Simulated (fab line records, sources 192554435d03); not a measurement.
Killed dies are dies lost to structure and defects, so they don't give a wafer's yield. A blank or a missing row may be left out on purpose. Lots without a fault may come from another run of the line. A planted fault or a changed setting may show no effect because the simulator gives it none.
fab line records | flow n5_finfet
record lots=4 wafers=12 last_day=20
route steps=1938 shown BEOL_M3@1001 BEOL_M4@1021 PASSIVATION@1936
lots that met no fault: from a run of the same line without faults
start_h: hours from the record's first day to the start of the lot's first wafer shown | wait_h: hours since the lot's step before | " the same as in the row above | L1.1+2: a row that stands for several wafers | - no value, or no start given | * or withheld: withheld | < > ~ a bound
route shown NAME@n: a module of which the file shows steps, and the number in the route of the first | usual: mean/standard deviation of fault-free wafers | same: alike in all rows | chamber/n: place in a boat | sites: the reading at each site | _std_site: their standard deviation | _edge_site: outer sites' mean less inner sites' | radius_mm: how far each site lies from the wafer's centre | mask NAME#n: copy n | behind: the tool/chamber that last shaped the wafer | hold: why the lot was held/for how many hours/how that ended | device: the transistor (n, p or np) that didn't switch | end of line: the same wafers' tests at the end of the route | a step without rows: its recipe alone | killed: dies lost to structure and defects at the first sort, not the wafer's yield | map: a wafer's dies, x killed, . not, _ none there
set.NAME: the setting as run; set.NAME@STEP: as run at that earlier step | model.NAME: the simulator's own value behind a step, which no gauge read
lots at some steps of the route; a table a step, a row a wafer
services: from which hour (start_h, from the record's first day; less than 0 if before it) a tool's chamber was out of use, for how many hours, and why
## steps
# step N5_BEOL_M3_ANNEAL_87
# recipe temp_c=400 time_s=240 ambient=vacuum
# step N5_BEOL_M3_SPUTTER_88
# recipe material=Cu target_thk_a=45 temp_c=-20 chamber_pressure_pa=0.07 power_w=withheld time_s=8.29
# step N5_BEOL_M3_ANNEAL_89
# recipe temp_c=400 time_s=240 ambient=vacuum
# step N5_BEOL_M3_SPUTTER_90
# recipe material=Cu target_thk_a=45 temp_c=-20 chamber_pressure_pa=0.07 power_w=withheld time_s=8.29
# step N5_BEOL_M3_ANNEAL_91
# recipe temp_c=400 time_s=240 ambient=vacuum
# step N5_BEOL_M3_SPUTTER_92
# recipe material=Cu target_thk_a=45 temp_c=-20 chamber_pressure_pa=0.07 power_w=withheld time_s=8.29
# step N5_BEOL_M3_ANNEAL_93
# recipe temp_c=400 time_s=240 ambient=vacuum
# step N5_BEOL_M3_SPUTTER_94
# recipe material=Cu target_thk_a=45 temp_c=-20 chamber_pressure_pa=0.07 power_w=withheld time_s=8.29
# step N5_BEOL_M3_ANNEAL_95
# recipe temp_c=400 time_s=240 ambient=vacuum
# step N5_BEOL_M3_SPUTTER_96
# recipe material=Cu target_thk_a=45 temp_c=-20 chamber_pressure_pa=0.07 power_w=withheld time_s=8.29
# step N5_BEOL_M3_ECD_50
# recipe material=Cu target_thk_a=3000
# step N5_BEOL_M3_ANNEAL_51
# recipe temp_c=225 time_s=90 ambient=N2
# step N5_BEOL_M3_CMP_52
# recipe stop_on=SiOC t_overpolish_s=6.8 down_force_psi=1 platen_rpm=50 clearing_platen_down_force_psi=1.5 clearing_platen_rpm=50 post_cmp_clean=cu_alkaline target_thk_nm=40 clearing_platen_pad_velocity_m_s=0.99484 pad_velocity_m_s=0.99484
# usual barrier_field_endpoint_s=24.4/0.55 clearing_platen_down_force_psi=1.499/0.0031 edge_zone_pressure_frac=1.000/0.0044 motor_current_A=6.2/0.44 overpolish_run_s=6.801/0.0092 time_to_endpoint_s=60/3.1
# same t_overpolish_s=6.8
# columns lot.wafer tool chamber start_h wait_h barrier_field_endpoint_s clearing_platen_down_force_psi edge_zone_pressure_frac motor_current_A overpolish_run_s time_to_endpoint_s model.SiOC_of_BEOL_M3_ILD_DEP_00.thk_nm
L178.1 cmp-03 0 238.22 0.3 24.3 1.504 0.998 6.4 6.805 60 75.6
L178.4 " 1 " " 25.2 1.502 1.001 6.6 6.813 59 76.8
L178.2 " 2 " " 24.4 1.497 0.994 6.4 6.805 59 74.4
L175.4 cmp-04 2 318.33 0.1 24.4 1.500 1.001 5.6 6.816 61 77.4
L175.3 " 0 " " 24.1 1.496 0.997 6.5 6.805 63 74.8
L175.5 " 2 " " 24.9 1.501 0.997 5.4 6.796 62 77.6
L191.2 cmp-03 0 335.64 0.3 24.3 1.500 1.000 6.1 6.811 58 75.4
L191.3 " 1 " " 23.5 1.501 0.999 6.7 6.793 59 74.6
L191.5 " 3 " " 41.3 1.500 0.999 6.8 0.041 80 76.4
L190.4 cmp-03 1 343.76 0.1 25.1 1.498 0.999 6.6 6.800 58 76
L190.3 " 2 " " 24.1 1.496 1.002 6.3 6.799 57 77.6
L190.5 " 1 " " 41.2 1.500 0.997 6.4 0.041 82 79.4
# step N5_BEOL_M3_THK_MEAS_53
# recipe thk_meas_gauge=xrf reads=Cu_of_BEOL_M3_ECD_50
# usual M3_THK=39.9/1.5
# columns lot.wafer tool chamber start_h wait_h M3_THK[nm]
L178.1 film_metro-02 - 238.48 - 39.5
L178.2 " - " " 38.1
L178.4 " - " " 41.0
L175.3 film_metro-01 - 318.63 - 38.9
L175.4 " - " " 42.4
L175.5 " - " " 42.2
L191.2 film_metro-02 - 335.86 - 39.1
L191.3 " - " " 37.4
L191.5 " - " " 144.7
L190.3 film_metro-01 - 344.06 - 39.9
L190.4 " - " " 39.4
L190.5 " - " " 149.3
# step N5_BEOL_M3_PRE_CLEAN_60
# recipe gas=NH3/H2 time_s=15 temp_c=* rf_power_w=300
# step N5_BEOL_M3_CO_CAP_55
# recipe material=Co target_thk_a=20 temp_c=200 precursor=CCTBA/H2 pressure_torr=30 time_s=102.1
# step N5_BEOL_M3_PRE_CLEAN_56
# recipe gas=NH3 time_s=15 temp_c=withheld rf_power_w=300
# step N5_BEOL_M3_DEP_57
# recipe material=SiCN target_thk_a=80 temp_c=withheld precursor=3MS/NH3 pressure_torr=3 rf_w=202 time_s=14
# step N5_BEOL_M3_INSPECT_59
# recipe inspect_instrument=darkfield mode=post_dep
# usual raw_defect_count=70/23
# columns lot.wafer tool chamber start_h wait_h raw_defect_count
L178.1 defect_inspect-01 - 238.79 0.0 73
L178.2 " - " " 53
L178.4 " - " " 52
L175.3 defect_inspect-01 - 319.03 0.0 98
L175.4 " - " " 91
L175.5 " - " " 106
L191.2 defect_inspect-02 - 336.23 0.0 79
L191.3 " - " " 99
L191.5 " - " " 5111
L190.3 defect_inspect-01 - 344.45 0.0 44
L190.4 " - " " 106
L190.5 " - " " 5158
# step N5_BEOL_M4_ILD_DEP_00
# recipe material=SiOC target_thk_a=790 temp_c=350 precursor=DEMS/O2 pressure_torr=5 rf_w=500 time_s=15.3
# step N5_BEOL_M4_PECVD_72
# recipe material=SiO2 target_thk_a=160 temp_c=400 precursor=TEOS/O2 pressure_torr=5.5 rf_w=450 teos_flow_sccm=53.8 gas=O2 flow_sccm=3000 time_s=18
# step N5_BEOL_M4_HM_DEP_02
# recipe material=TiN target_thk_a=200 temp_c=25 chamber_pressure_pa=0.49996
# step N5_BEOL_M4_COAT_61
# recipe resist=SOC temp_c=250 time_s=60 spin_rpm=1500 resist_thk_nm=60
# step N5_BEOL_M4_COAT_62
# recipe resist=SiARC temp_c=220 time_s=60 spin_rpm=1500 resist_thk_nm=12
# step N5_BEOL_M4_COAT_73
# recipe resist=underlayer temp_c=205 time_s=60 spin_rpm=1500 resist_thk_nm=5
# step N5_BEOL_M4_COAT_05
# recipe resist=CAR-EUV spin_rpm=1500 resist_thk_nm=30
# step N5_BEOL_M4_EBR_07
# recipe solvent=PGMEA ebr_width_mm=1.5
# step N5_BEOL_M4_SOFTBAKE_06
# recipe temp_c=110 time_s=60 resist=CAR-EUV
# step N5_BEOL_M4_EXPOSE_08
# recipe mask_id=M4 na=0.33 source_shape=dipole sigma_inner=0.369 sigma_outer=0.767 polarization=unpolarized dose_mj=41.25
# step N5_BEOL_M4_PEB_09
# recipe peb_temp_c=100 peb_time_s=60 resist=CAR-EUV
# step N5_BEOL_M4_DEVELOP_10
# recipe develop_time_s=30 developer=TMAH resist=CAR-EUV rinse_liquid=surfactant_rinse dry=air_spin dev_temp_c=23
# step N5_BEOL_M4_DESCUM_16
# recipe chemistry=O2 time_s=7 source_power_w=50 bias_power_w=20 pressure_mtorr=20 rf_frequency_hz=2.712e+07 temp_c=40 resist=CAR-EUV o2_flow_sccm=225
# step N5_BEOL_M4_ETCH_74
# recipe chemistry=N2/H2 target=underlayer target_depth_a=65 mask_material=CAR-EUV time_s=5.2 ion_energy_ev=200 pressure_mtorr=30 source_w=840 bias_w=150 n2_flow_sccm=200 h2_flow_sccm=200 ends=cleared
# step N5_BEOL_M4_ETCH_63
# recipe chemistry=CF4 target=SiARC target_depth_a=156 mask_material=CAR-EUV time_s=26 ion_energy_ev=80 pressure_mtorr=40 source_w=545 bias_w=36 Ar_flow_sccm=100 cf4_flow_sccm=100 ends=cleared
# step N5_BEOL_M4_ETCH_64
# recipe chemistry=N2/H2 target=SOC target_depth_a=750 overetch_a=225 mask_material=SiARC temp_c=40 time_s=121.9 ion_energy_ev=200 pressure_mtorr=30 source_w=840 bias_w=150 n2_flow_sccm=200 h2_flow_sccm=200
# step N5_BEOL_M4_STRIP_65
# recipe chemistry=N2/H2 temp_c=40 n2_flow_sccm=200 h2_flow_sccm=200 rf_frequency_hz=6e+07
# step N5_BEOL_M4_STRIP_75
# recipe chemistry=N2/H2 temp_c=40 n2_flow_sccm=200 h2_flow_sccm=200 rf_frequency_hz=6e+07
# step N5_BEOL_M4_RC_MEAS_101
# usual DIBL_N=36.0/1.3 DIBL_P=36.2/1.7 IOFF_N=0.155/0.024 IOFF_P=0.21/0.034 ION_N=674/9 ION_P=463/7.1 SS_N=71.4/0.5 SS_P=73.4/0.57 VT_N=250.0/2.8 VT_P=-251/3.2
# columns lot.wafer tool chamber start_h wait_h DIBL_N[mV/V] DIBL_P[mV/V] IOFF_N[nA/um] IOFF_P[nA/um] ION_N[uA/um] ION_P[uA/um] SS_N[mV/dec] SS_P[mV/dec] VT_N[mV] VT_P[mV]
L178.1 prober-02 0 275.49 0.0 37.0 38.2 0.178 0.22 685 457 71.6 74.0 247.9 -251
L178.2 " 0 " " 35.5 36.5 0.145 0.19 670 455 71.2 72.9 251.7 -253
L178.4 " 0 " " 34.1 34.6 0.124 0.17 664 458 70.4 73.0 253.6 -254
L175.3 prober-02 0 347.60 0.3 36.5 37.7 0.170 0.21 685 462 71.5 74.0 247.0 -250
L175.4 " 0 " " 37.6 38.7 0.187 0.23 672 460 71.6 74.2 249.8 -250
L175.5 " 0 " " 37.2 37.9 0.179 0.21 671 457 71.6 73.6 248.8 -252
L190.3 prober-01 0 369.74 0.3 36.5 37.8 0.169 0.22 677 467 72.0 73.8 246.4 -251
L190.4 " 0 " " 36.6 38.2 0.188 0.24 689 471 72.0 73.6 246.5 -249
L191.2 prober-01 0 373.75 0.2 35.0 33.2 0.117 0.17 657 455 70.7 73.1 254.5 -254
L191.3 " 0 " " 36.8 35.5 0.142 0.20 664 456 70.9 73.6 249.7 -253
# step N5_PASSIVATION_PROBE_49
# usual defect_limited_yield=90.8/1.7 killed_at_M0_to_M3=37/12 killed_at_M4_up=15/5.6 killed_at_contacts=13/6.9 killed_at_front_end=40/11 killed_at_other=4/3.2 killed_dies=109/20 killed_on_rim=14/4.3 killed_open=73/15 killed_short=35/8.3 sort_bin_5_function=5.4/1.1 sort_bin_6_memory=3.5/0.73 sort_n_pass=1071/20 sort_yield_pct=90.8/1.7
# same gross_dies=1180 killed_at_back_side=0 sort_bin_4_leakage[%]=0 sort_bin_8_speed[%]=0
# columns lot.wafer tool chamber start_h wait_h defect_limited_yield[%] killed_at_M0_to_M3 killed_at_M4_up killed_at_contacts killed_at_front_end killed_at_other killed_dies killed_on_rim killed_open killed_short sort_bin_5_function[%] sort_bin_6_memory[%] sort_n_pass sort_yield_pct[%]
L178.1 prober-01 - 387.53 0.0 92.0 47 6 10 30 1 94 15 60 34 4.6 3.1 1086 92.0
L178.2 prober-01 - 387.58 0.1 92.2 35 12 19 21 5 92 11 59 32 4.4 3.1 1088 92.2
L178.4 prober-01 - 387.68 0.2 91.4 26 24 14 36 2 102 13 79 22 4.4 3.9 1078 91.4
L175.3 prober-01 - 467.07 0.1 91.9 38 26 6 25 1 96 17 62 31 4.7 3.3 1084 91.9
L175.4 prober-01 - 467.12 0.2 91.4 46 17 9 24 5 101 17 73 27 4.8 3.6 1079 91.4
L175.5 prober-01 - 467.17 0.2 92.0 35 19 10 29 1 94 15 64 25 4.7 2.8 1086 92.0
L190.3 prober-02 - 478.54 0.1 89.7 56 14 10 35 6 121 19 85 33 6.5 3.6 1059 89.7
L190.4 prober-02 - 478.59 0.2 91.2 24 22 11 45 2 104 9 75 27 5.8 2.8 1076 91.2
L190.5 prober-02 - 478.64 0.2 0 1102 26 15 31 6 1180 152 87 31 6.0 4.2 0 0
L191.2 prober-02 - 482.37 0.1 89.7 50 12 16 42 2 122 7 84 38 5.7 4.6 1058 89.7
L191.3 prober-02 - 482.42 0.1 91.7 45 14 19 19 1 98 18 70 28 5.6 2.5 1082 91.7
L191.5 prober-02 - 482.52 0.2 0 1126 10 7 37 0 1180 152 72 43 5.9 3.7 0 0
# killed by level:class
L178.1 BEOL_M0_SAQP:geometric_particle:short=11 BEOL_M0_SAQP:geometric_particle:open=8 BEOL_M3:geometric_particle:open=8 STI_FIN_REVEAL:geometric_particle:open=7 MOL_CONTACT_COAG:geometric_particle:open=7 BEOL_M2:geometric_particle:open=7 BEOL_M3:geometric_particle:short=6 GATE_CUT:geometric_particle:short=5
L178.2 MOL_CONTACT_COAG:geometric_particle:open=15 BEOL_M0_SAQP:geometric_particle:open=9 BEOL_M0_SAQP:geometric_particle:short=8 BEOL_M2:geometric_particle:open=6 BEOL_M3:geometric_particle:open=6 BEOL_M4:geometric_particle:open=6 FIN_SAQP:geometric_particle:short=5 FIN_SAQP:geometric_particle:open=4
L178.4 MOL_CONTACT_COAG:geometric_particle:open=13 STI_FIN_REVEAL:geometric_particle:open=11 BEOL_M4:geometric_particle:open=11 BEOL_M2:geometric_particle:open=9 FIN_SAQP:geometric_particle:open=5 BEOL_M3:geometric_particle:open=5 BEOL_M0_SAQP:geometric_particle:open=4 STARTING-WAFER:geometric_particle:open=4
L175.3 BEOL_M0_SAQP:geometric_particle:open=14 BEOL_M0_SAQP:geometric_particle:short=10 BEOL_M4:geometric_particle:open=8 GATE_CUT:geometric_particle:short=7 BEOL_M5:geometric_particle:open=7 DUMMY_GATE:geometric_particle:open=6 MOL_CONTACT_COAG:geometric_particle:open=5 BEOL_M2:geometric_particle:open=5
L175.4 BEOL_M1:geometric_particle:open=14 BEOL_M0_SAQP:geometric_particle:open=9 BEOL_M2:geometric_particle:open=9 MOL_CONTACT_COAG:geometric_particle:open=7 STI_FIN_REVEAL:geometric_particle:open=6 BEOL_M4:geometric_particle:open=6 DUMMY_GATE:geometric_particle:open=5 BEOL_M0_SAQP:geometric_particle:short=5
L175.5 BEOL_M1:geometric_particle:open=11 MOL_CONTACT_COAG:geometric_particle:open=8 STI_FIN_REVEAL:geometric_particle:open=7 BEOL_M4:geometric_particle:short=6 BEOL_M3:geometric_particle:open=5 GATE_CUT:geometric_particle:open=5 BEOL_M2:geometric_particle:open=5 BEOL_M5:geometric_particle:open=5
L190.3 BEOL_M1:geometric_particle:open=18 STI_FIN_REVEAL:geometric_particle:open=10 BEOL_M2:geometric_particle:open=10 MOL_CONTACT_COAG:geometric_particle:open=9 FIN_SAQP:geometric_particle:open=8 BEOL_M0_SAQP:geometric_particle:open=7 BEOL_M3:geometric_particle:open=6 BEOL_M2:geometric_particle:short=5
L190.4 STI_FIN_REVEAL:geometric_particle:open=15 BEOL_M4:geometric_particle:open=13 MOL_CONTACT_COAG:geometric_particle:open=9 ILD0:geometric_particle:short=8 BEOL_M1:geometric_particle:open=6 BEOL_M2:geometric_particle:open=5 BEOL_M3:geometric_particle:open=5 FIN_SAQP:geometric_particle:short=4
L190.5 BEOL_M3:area_cmp=1060 STI_FIN_REVEAL:geometric_particle:open=15 BEOL_M2:geometric_particle:open=14 MOL_CONTACT_COAG:geometric_particle:open=13 BEOL_M4:geometric_particle:open=9 BEOL_M0_SAQP:geometric_particle:open=7 BEOL_M0_SAQP:geometric_particle:short=6 BEOL_M1:geometric_particle:open=5
L191.2 MOL_CONTACT_COAG:geometric_particle:open=13 BEOL_M0_SAQP:geometric_particle:open=13 BEOL_M2:geometric_particle:open=12 FIN_SAQP:geometric_particle:open=11 BEOL_M4:geometric_particle:open=7 FIN_SAQP:geometric_particle:short=6 BEOL_M0_SAQP:geometric_particle:short=6 GATE_CUT:geometric_particle:short=5
L191.3 MOL_CONTACT_COAG:geometric_particle:open=15 BEOL_M2:geometric_particle:open=15 BEOL_M0_SAQP:geometric_particle:open=7 BEOL_M0_SAQP:geometric_particle:short=5 BEOL_M0:geometric_particle:open=5 BEOL_M3:geometric_particle:open=5 ILD0:geometric_particle:open=4 MOL_CONTACT_COAG:geometric_particle:short=4
L191.5 BEOL_M3:area_cmp=1065 BEOL_M0_SAQP:geometric_particle:short=20 BEOL_M0_SAQP:geometric_particle:open=14 STI_FIN_REVEAL:geometric_particle:open=9 BEOL_M1:geometric_particle:open=8 BEOL_M2:geometric_particle:open=8 FIN_SAQP:geometric_particle:open=7 MOL_CONTACT_COAG:geometric_particle:open=6
# map L190.5 (x killed, . not)
_________________xxxxxxxxxxxx________________
______________xxxxxxxxxxxxxxxxxx_____________
___________xxxxxxxxxxxxxxxxxxxxxxxx__________
__________xxxxxxxxxxxxxxxxxxxxxxxxxx_________
________xxxxxxxxxxxxxxxxxxxxxxxxxxxxxx_______
_______xxxxxxxxxxxxxxxxxxxxxxxxxxxxxxxx______
______xxxxxxxxxxxxxxxxxxxxxxxxxxxxxxxxxx_____
_____xxxxxxxxxxxxxxxxxxxxxxxxxxxxxxxxxxxx____
____xxxxxxxxxxxxxxxxxxxxxxxxxxxxxxxxxxxxxx___
___xxxxxxxxxxxxxxxxxxxxxxxxxxxxxxxxxxxxxxxx__
___xxxxxxxxxxxxxxxxxxxxxxxxxxxxxxxxxxxxxxxx__
__xxxxxxxxxxxxxxxxxxxxxxxxxxxxxxxxxxxxxxxxxx_
__xxxxxxxxxxxxxxxxxxxxxxxxxxxxxxxxxxxxxxxxxx_
_xxxxxxxxxxxxxxxxxxxxxxxxxxxxxxxxxxxxxxxxxxxx
_xxxxxxxxxxxxxxxxxxxxxxxxxxxxxxxxxxxxxxxxxxxx
_xxxxxxxxxxxxxxxxxxxxxxxxxxxxxxxxxxxxxxxxxxxx
_xxxxxxxxxxxxxxxxxxxxxxxxxxxxxxxxxxxxxxxxxxxx
_xxxxxxxxxxxxxxxxxxxxxxxxxxxxxxxxxxxxxxxxxxxx
_xxxxxxxxxxxxxxxxxxxxxxxxxxxxxxxxxxxxxxxxxxxx
_xxxxxxxxxxxxxxxxxxxxxxxxxxxxxxxxxxxxxxxxxxxx
_xxxxxxxxxxxxxxxxxxxxxxxxxxxxxxxxxxxxxxxxxxxx
__xxxxxxxxxxxxxxxxxxxxxxxxxxxxxxxxxxxxxxxxxx_
__xxxxxxxxxxxxxxxxxxxxxxxxxxxxxxxxxxxxxxxxxx_
___xxxxxxxxxxxxxxxxxxxxxxxxxxxxxxxxxxxxxxxx__
___xxxxxxxxxxxxxxxxxxxxxxxxxxxxxxxxxxxxxxxx__
____xxxxxxxxxxxxxxxxxxxxxxxxxxxxxxxxxxxxxx___
_____xxxxxxxxxxxxxxxxxxxxxxxxxxxxxxxxxxxx____
______xxxxxxxxxxxxxxxxxxxxxxxxxxxxxxxxxx_____
_______xxxxxxxxxxxxxxxxxxxxxxxxxxxxxxxx______
________xxxxxxxxxxxxxxxxxxxxxxxxxxxxxx_______
__________xxxxxxxxxxxxxxxxxxxxxxxxxx_________
___________xxxxxxxxxxxxxxxxxxxxxxxx__________
______________xxxxxxxxxxxxxxxxxx_____________
_________________xxxxxxxxxxxx________________
# map L191.5 (x killed, . not)
_________________xxxxxxxxxxxx________________
______________xxxxxxxxxxxxxxxxxx_____________
___________xxxxxxxxxxxxxxxxxxxxxxxx__________
__________xxxxxxxxxxxxxxxxxxxxxxxxxx_________
________xxxxxxxxxxxxxxxxxxxxxxxxxxxxxx_______
_______xxxxxxxxxxxxxxxxxxxxxxxxxxxxxxxx______
______xxxxxxxxxxxxxxxxxxxxxxxxxxxxxxxxxx_____
_____xxxxxxxxxxxxxxxxxxxxxxxxxxxxxxxxxxxx____
____xxxxxxxxxxxxxxxxxxxxxxxxxxxxxxxxxxxxxx___
___xxxxxxxxxxxxxxxxxxxxxxxxxxxxxxxxxxxxxxxx__
___xxxxxxxxxxxxxxxxxxxxxxxxxxxxxxxxxxxxxxxx__
__xxxxxxxxxxxxxxxxxxxxxxxxxxxxxxxxxxxxxxxxxx_
__xxxxxxxxxxxxxxxxxxxxxxxxxxxxxxxxxxxxxxxxxx_
_xxxxxxxxxxxxxxxxxxxxxxxxxxxxxxxxxxxxxxxxxxxx
_xxxxxxxxxxxxxxxxxxxxxxxxxxxxxxxxxxxxxxxxxxxx
_xxxxxxxxxxxxxxxxxxxxxxxxxxxxxxxxxxxxxxxxxxxx
_xxxxxxxxxxxxxxxxxxxxxxxxxxxxxxxxxxxxxxxxxxxx
_xxxxxxxxxxxxxxxxxxxxxxxxxxxxxxxxxxxxxxxxxxxx
_xxxxxxxxxxxxxxxxxxxxxxxxxxxxxxxxxxxxxxxxxxxx
_xxxxxxxxxxxxxxxxxxxxxxxxxxxxxxxxxxxxxxxxxxxx
_xxxxxxxxxxxxxxxxxxxxxxxxxxxxxxxxxxxxxxxxxxxx
__xxxxxxxxxxxxxxxxxxxxxxxxxxxxxxxxxxxxxxxxxx_
__xxxxxxxxxxxxxxxxxxxxxxxxxxxxxxxxxxxxxxxxxx_
___xxxxxxxxxxxxxxxxxxxxxxxxxxxxxxxxxxxxxxxx__
___xxxxxxxxxxxxxxxxxxxxxxxxxxxxxxxxxxxxxxxx__
____xxxxxxxxxxxxxxxxxxxxxxxxxxxxxxxxxxxxxx___
_____xxxxxxxxxxxxxxxxxxxxxxxxxxxxxxxxxxxx____
______xxxxxxxxxxxxxxxxxxxxxxxxxxxxxxxxxx_____
_______xxxxxxxxxxxxxxxxxxxxxxxxxxxxxxxx______
________xxxxxxxxxxxxxxxxxxxxxxxxxxxxxx_______
__________xxxxxxxxxxxxxxxxxxxxxxxxxx_________
___________xxxxxxxxxxxxxxxxxxxxxxxx__________
______________xxxxxxxxxxxxxxxxxx_____________
_________________xxxxxxxxxxxx________________
## services
# columns tool chamber start_h hours kind
cmp-03 - 230.10 4.0 pm
cmp-03 - 234.10 - consumable_replace:conditioner
cmp-03 - 234.10 - consumable_replace:pad
cmp-03 - 246.85 3.4 repair
cmp-04 - 247.41 4.0 pm
cmp-04 - 251.41 - consumable_replace:conditioner
cmp-04 - 251.41 - consumable_replace:pad
cmp-03 - 262.37 2.5 repair
cmp-03 - 312.21 3.3 pm
cmp-03 - 318.05 1.8 repair
cmp-04 - 331.17 1.9 repair
## key
first_sign step=N5_BEOL_M3_CMP_52 reading=overpolish_run_s direction=down sigmas=99+ usual=6.801 struck=0.041
effect step=N5_BEOL_M3_CMP_52 reading=barrier_field_endpoint_s direction=up sigmas=30 usual=24.4 struck=41.2
effect step=N5_BEOL_M3_THK_MEAS_53 reading=M3_THK direction=up sigmas=71 usual=39.9 struck=147.0
effect step=N5_BEOL_M3_INSPECT_59 reading=raw_defect_count direction=up sigmas=99+ usual=70 struck=5134
effect step=N5_PASSIVATION_PROBE_49 reading=killed_at_M0_to_M3 direction=up sigmas=89 usual=37 struck=1114
model_effect step=N5_BEOL_M3_CMP_52 value=SiOC_of_BEOL_M3_ILD_DEP_00.thk_nm without=76.3 struck=77.9
more_kills_born_at N5_BEOL_M3_CMP_52@cmp-03=2125
met_at N5_BEOL_M3_CMP_52
struck_wafers L190.5,L191.5
later_rows_left_out L190.5,L191.5
onset_between 238.22 335.64
fault kind=process_parameter_drift tool=cmp-03 chamber=- onset_h=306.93 steps=N5_BEOL_M3_CMP_52 channel=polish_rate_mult offset=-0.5 shape=step end_h=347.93 scope=struck_wafers_only
# later_rows_left_out: the simulator's readings of these wafers behind a module that went badly wrong aren't trusted and aren't shown, but for the sort
